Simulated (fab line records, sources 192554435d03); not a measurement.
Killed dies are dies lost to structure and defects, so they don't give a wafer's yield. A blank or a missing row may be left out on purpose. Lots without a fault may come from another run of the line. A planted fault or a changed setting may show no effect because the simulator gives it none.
Split-lot experiment | flow n5_finfet | 7 lots, 21 wafers read, on a route of 1938 steps

THE SPLIT
At N5_BEOL_M11_EXPOSE_08 (exposes mask M11), the setting dose_mj was moved away from the recipe's 53.75 on 7 of the 21 wafers read, by -2.2% to +5.8%. The other wafers ran this setting at the recipe's value.

FROM THE SPLIT TO THE READING: what the file shows between them, 15 steps
- N5_BEOL_M11_PEB_09: peb time 60 s
- N5_BEOL_M11_DEVELOP_10: develop time 30 s
- N5_BEOL_M11_CD_MEAS_11: target cd 64.1 nm
- N5_BEOL_M11_DESCUM_16: chemistry O2, time 7.9 s
- N5_BEOL_M11_ETCH_61: etches SiARC in CF4, target depth 39 nm, time 65 s
- N5_BEOL_M11_ETCH_62: etches SOC in N2/H2, target depth 110 nm, overetch 22 nm, time 165 s
- N5_BEOL_M11_STRIP_68: strips in N2/H2
- N5_BEOL_M11_STRIP_67: strips in CF4
- N5_BEOL_M11_HM_OPEN_17: chemistry Cl2/BCl3, target TiN, target depth 20 nm, overetch 6 nm
- N5_BEOL_M11_STRIP_19: strips in O2
- N5_BEOL_M11_CD_MEAS_18: pitch 140 nm, target cd 70 nm
- N5_BEOL_M11_COAT_63: time 60 s, resist thk 100 nm
- N5_BEOL_M11_COAT_64: time 60 s, resist thk 30 nm
- N5_BEOL_M11_PRECLEAN_42: cleans in residue remover, time 60 s
- N5_BEOL_M11_SRD_43: time 30 s

THE READING
cd_nm, in nm, at N5_BEOL_M11_CD_MEAS_35 (target cd 70 nm). Fault-free wafers of this fab line usually give 70.2 nm, standard deviation 0.49 nm.

wafer  | tool, chamber at the split | dose_mj as run | against the recipe | cd_nm, nm | against lot-mates on the recipe
L074.1 | arfi_scanner-03, 0         | 53.75          | recipe             | 70.9      | -
L074.4 | arfi_scanner-03, 0         | 55.83          | +3.9%              | 72.0      | +1.3
L074.5 | arfi_scanner-03, 0         | 53.75          | recipe             | 70.4      | -
L080.1 | arfi_scanner-02, 0         | 52.55          | -2.2%              | 69.0      | -1.3
L080.3 | arfi_scanner-02, 0         | 52.55          | -2.2%              | 69.2      | -1.1
L080.6 | arfi_scanner-02, 0         | 53.75          | recipe             | 70.3      | -
L084.1 | arfi_scanner-03, 0         | 53.75          | recipe             | 70.1      | -
L084.2 | arfi_scanner-03, 0         | 53.75          | recipe             | 69.8      | -
L084.3 | arfi_scanner-03, 0         | 53.75          | recipe             | 70.1      | -
L087.2 | arfi_scanner-03, 0         | 56.3           | +4.7%              | 72.5      | +1.0
L087.3 | arfi_scanner-03, 0         | 56.3           | +4.7%              | 74.0      | +2.5
L087.6 | arfi_scanner-03, 0         | 53.75          | recipe             | 71.5      | -
L091.1 | arfi_scanner-01, 0         | 56.86          | +5.8%              | 74.0      | +3.9
L091.4 | arfi_scanner-01, 0         | 56.86          | +5.8%              | 73.2      | +3.1
L091.5 | arfi_scanner-01, 0         | 53.75          | recipe             | 70.1      | -
L094.1 | arfi_scanner-01, 0         | 53.75          | recipe             | 70.3      | -
L094.3 | arfi_scanner-01, 0         | 53.75          | recipe             | 70.1      | -
L094.5 | arfi_scanner-01, 0         | 53.75          | recipe             | 69.8      | -
L095.3 | arfi_scanner-01, 0         | 53.75          | recipe             | 70.6      | -
L095.4 | arfi_scanner-01, 0         | 53.75          | recipe             | 71.0      | -
L095.6 | arfi_scanner-01, 0         | 53.75          | recipe             | 70.9      | -

THE FIT
A straight line over all 21 wafers: cd_nm changes by +0.555 nm for each +1% of dose_mj; r = +0.94; the points scatter about the line by 0.52 nm.
The same after taking each lot's own level away (the mean of its wafers on the recipe; 21 wafers): +0.5 nm for each +1%; r = +0.94; scatter 0.44 nm.
On that fit, the largest move of dose_mj shifts the reading by 2.9 nm.
The lots' own levels span 70.00 to 71.50 nm, that is 3.1 times the standard deviation above.
So the lot-to-lot level changes the slope: the two fits differ.
Check: with one of the wafers moved furthest among these (+5.8%) left out of the fit, the line predicts +2.52 nm for it against its lot-mates. It came out at +3.9 nm against them.

OTHER SPLITS ON THESE WAFERS
These wafers also went through other splits before the reading. Each is held against what the fit with the lots' levels taken away leaves over:
other split on the same wafers | wafers away from the commonest value | r with cd_nm (lot level and that fit taken away)
N5_BEOL_M10_COAT_22 spin_rpm   | 9                                    | +0.07
N5_BEOL_M11_ILD_DEP_00 time_s  | 7                                    | -0.13

THE WHOLE CHAIN: every reading that the file lists as answering this split, in the file's order
step                   | what it does                                                         | reading                                                                | change (the file's fit)               | r (the file's)
N5_BEOL_M11_CD_MEAS_11 | target cd 64.1 nm                                                    | cd_nm                                                                  | +0.501 nm for each +1% of the setting | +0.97
N5_BEOL_M11_ETCH_61    | etches SiARC in CF4, target depth 39 nm, time 65 s                   | BEOL_M11.cd_offset_nm (the simulator's own value, which no gauge read) | +0.527 nm for each +1% of the setting | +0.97
N5_BEOL_M11_ETCH_62    | etches SOC in N2/H2, target depth 110 nm, overetch 22 nm, time 165 s | BEOL_M11.cd_offset_nm (the simulator's own value, which no gauge read) | +0.514 nm for each +1% of the setting | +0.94
N5_BEOL_M11_CD_MEAS_18 | pitch 140 nm, target cd 70 nm                                        | cd_nm                                                                  | +0.495 nm for each +1% of the setting | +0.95
N5_BEOL_M11_CD_MEAS_35 | target cd 70 nm                                                      | cd_nm                                                                  | +0.475 nm for each +1% of the setting | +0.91

THE FILE'S OWN FIT
cd_nm changes by +0.475 nm for each +1% of dose_mj, r = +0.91.
